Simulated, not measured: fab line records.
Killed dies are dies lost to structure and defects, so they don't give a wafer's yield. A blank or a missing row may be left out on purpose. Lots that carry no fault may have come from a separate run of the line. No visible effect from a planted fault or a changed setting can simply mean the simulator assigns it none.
Split-lot trial || flow n5-finfet || on a route of 1938 steps: 7 lots, 21 wafers read

THE SPLIT ITSELF
At N5_BEOL_M11_EXPOSE_08 (exposes mask M11), the setting dose-mj was moved away from the recipe's 53.75 on 7 of the 21 wafers read, by -6.8% to +4.3%. All remaining wafers had this setting at the recipe value.

FROM THE SPLIT TO THE READING: what the file shows between them, 2 steps
- N5_BEOL_M11_PEB_09: peb time 60 s
- N5_BEOL_M11_DEVELOP_10: develop time 30 s

THE READING
cd-nm, in nm, at N5_BEOL_M11_CD_MEAS_11 (target cd 64.1 nm). Typical for fault-free wafers on this fab line: 63.9 nm, with standard deviation 0.68 nm.

{"wafer": "L078.1", "tool, chamber at the split": "arfi-scanner-01, 0", "dose-mj as run": 53.75, "against the recipe": "recipe", "cd-nm, nm": 63.8, "against lot-mates on the recipe": "-"}
{"wafer": "L078.5", "tool, chamber at the split": "arfi-scanner-01, 0", "dose-mj as run": 53.75, "against the recipe": "recipe", "cd-nm, nm": 63.9, "against lot-mates on the recipe": "-"}
{"wafer": "L078.6", "tool, chamber at the split": "arfi-scanner-01, 0", "dose-mj as run": 53.75, "against the recipe": "recipe", "cd-nm, nm": 64.2, "against lot-mates on the recipe": "-"}
{"wafer": "L084.4", "tool, chamber at the split": "arfi-scanner-03, 0", "dose-mj as run": 53.75, "against the recipe": "recipe", "cd-nm, nm": 63.5, "against lot-mates on the recipe": "-"}
{"wafer": "L084.5", "tool, chamber at the split": "arfi-scanner-03, 0", "dose-mj as run": 53.75, "against the recipe": "recipe", "cd-nm, nm": 64.8, "against lot-mates on the recipe": "-"}
{"wafer": "L084.6", "tool, chamber at the split": "arfi-scanner-03, 0", "dose-mj as run": 53.75, "against the recipe": "recipe", "cd-nm, nm": 63.6, "against lot-mates on the recipe": "-"}
{"wafer": "L085.4", "tool, chamber at the split": "arfi-scanner-02, 0", "dose-mj as run": 53.75, "against the recipe": "recipe", "cd-nm, nm": 63.3, "against lot-mates on the recipe": "-"}
{"wafer": "L085.5", "tool, chamber at the split": "arfi-scanner-02, 0", "dose-mj as run": 53.75, "against the recipe": "recipe", "cd-nm, nm": 63.6, "against lot-mates on the recipe": "-"}
{"wafer": "L085.6", "tool, chamber at the split": "arfi-scanner-02, 0", "dose-mj as run": 50.07, "against the recipe": "-6.8%", "cd-nm, nm": 60.4, "against lot-mates on the recipe": -3.1}
{"wafer": "L087.3", "tool, chamber at the split": "arfi-scanner-01, 0", "dose-mj as run": 53.75, "against the recipe": "recipe", "cd-nm, nm": 62.5, "against lot-mates on the recipe": "-"}
{"wafer": "L087.5", "tool, chamber at the split": "arfi-scanner-01, 0", "dose-mj as run": 52.67, "against the recipe": "-2.0%", "cd-nm, nm": 61.8, "against lot-mates on the recipe": -0.7}
{"wafer": "L087.6", "tool, chamber at the split": "arfi-scanner-01, 0", "dose-mj as run": 52.67, "against the recipe": "-2.0%", "cd-nm, nm": 62.5, "against lot-mates on the recipe": "+0.0"}
{"wafer": "L089.1", "tool, chamber at the split": "arfi-scanner-02, 0", "dose-mj as run": 51.94, "against the recipe": "-3.4%", "cd-nm, nm": 63.0, "against lot-mates on the recipe": -1.7}
{"wafer": "L089.2", "tool, chamber at the split": "arfi-scanner-02, 0", "dose-mj as run": 53.75, "against the recipe": "recipe", "cd-nm, nm": 64.7, "against lot-mates on the recipe": "-"}
{"wafer": "L089.4", "tool, chamber at the split": "arfi-scanner-02, 0", "dose-mj as run": 51.94, "against the recipe": "-3.4%", "cd-nm, nm": 62.6, "against lot-mates on the recipe": -2.1}
{"wafer": "L094.1", "tool, chamber at the split": "arfi-scanner-01, 0", "dose-mj as run": 53.75, "against the recipe": "recipe", "cd-nm, nm": 64.0, "against lot-mates on the recipe": "-"}
{"wafer": "L094.4", "tool, chamber at the split": "arfi-scanner-01, 0", "dose-mj as run": 56.08, "against the recipe": "+4.3%", "cd-nm, nm": 65.6, "against lot-mates on the recipe": "+1.6"}
{"wafer": "L094.5", "tool, chamber at the split": "arfi-scanner-01, 0", "dose-mj as run": 56.08, "against the recipe": "+4.3%", "cd-nm, nm": 66.2, "against lot-mates on the recipe": "+2.2"}
{"wafer": "L097.1", "tool, chamber at the split": "arfi-scanner-01, 0", "dose-mj as run": 53.75, "against the recipe": "recipe", "cd-nm, nm": 64.4, "against lot-mates on the recipe": "-"}
{"wafer": "L097.2", "tool, chamber at the split": "arfi-scanner-01, 0", "dose-mj as run": 53.75, "against the recipe": "recipe", "cd-nm, nm": 64.1, "against lot-mates on the recipe": "-"}
{"wafer": "L097.6", "tool, chamber at the split": "arfi-scanner-01, 0", "dose-mj as run": 53.75, "against the recipe": "recipe", "cd-nm, nm": 63.0, "against lot-mates on the recipe": "-"}

THE FIT
A straight line over all 21 wafers: cd-nm changes by +0.476 nm for each +1% of dose-mj; r = +0.88; the points scatter about the line by 0.63 nm.
The same after taking each lot's own level away (the mean of its wafers on the recipe; 21 wafers): +0.448 nm for each +1%; r = +0.93; scatter 0.44 nm.
According to that fit, moving dose-mj by its largest amount changes the reading by 3.1 nm.
From 62.50 to 64.70 nm: that is the span of the lots' own levels, equal to 3.2 times the standard deviation above.
Consequently the slope shifts little with the lot-to-lot level, the two slopes agreeing.
Check: -3.06 nm against its lot-mates is what the line predicts for one of the wafers moved furthest among these (-6.8%) when that wafer is left out of the fit. It came out at -3.05 nm against them.

OTHER SPLITS APPLIED TO THESE WAFERS
Before the reading, these wafers also passed through other splits. Each is held against what the fit with the lots' levels taken away leaves over:
{"other split on the same wafers": "N5_BEOL_M10_ETCH_62 time-s", "wafers away from the commonest value": 12, "r with cd-nm (lot level and that fit taken away)": -0.19}
{"other split on the same wafers": "N5_BEOL_M10_COAT_63 spin-rpm", "wafers away from the commonest value": 6, "r with cd-nm (lot level and that fit taken away)": -0.08}

THE WHOLE CHAIN: every reading that the file lists as answering this split, in the file's order
{"step": "N5_BEOL_M11_CD_MEAS_11", "what it does": "target cd 64.1 nm", "reading": "cd-nm", "change (the file's fit)": "+0.449 nm for each +1% of the setting", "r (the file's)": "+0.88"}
{"step": "N5_BEOL_M11_ETCH_61", "what it does": "etches SiARC in CF4, target depth 39 nm, time 65 s", "reading": "BEOL_M11.cd-offset-nm (the simulator's own value, which no gauge read)", "change (the file's fit)": "+0.448 nm for each +1% of the setting", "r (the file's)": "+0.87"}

THE FILE'S OWN FIT
cd-nm changes by +0.449 nm for each +1% of dose-mj, r = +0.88.
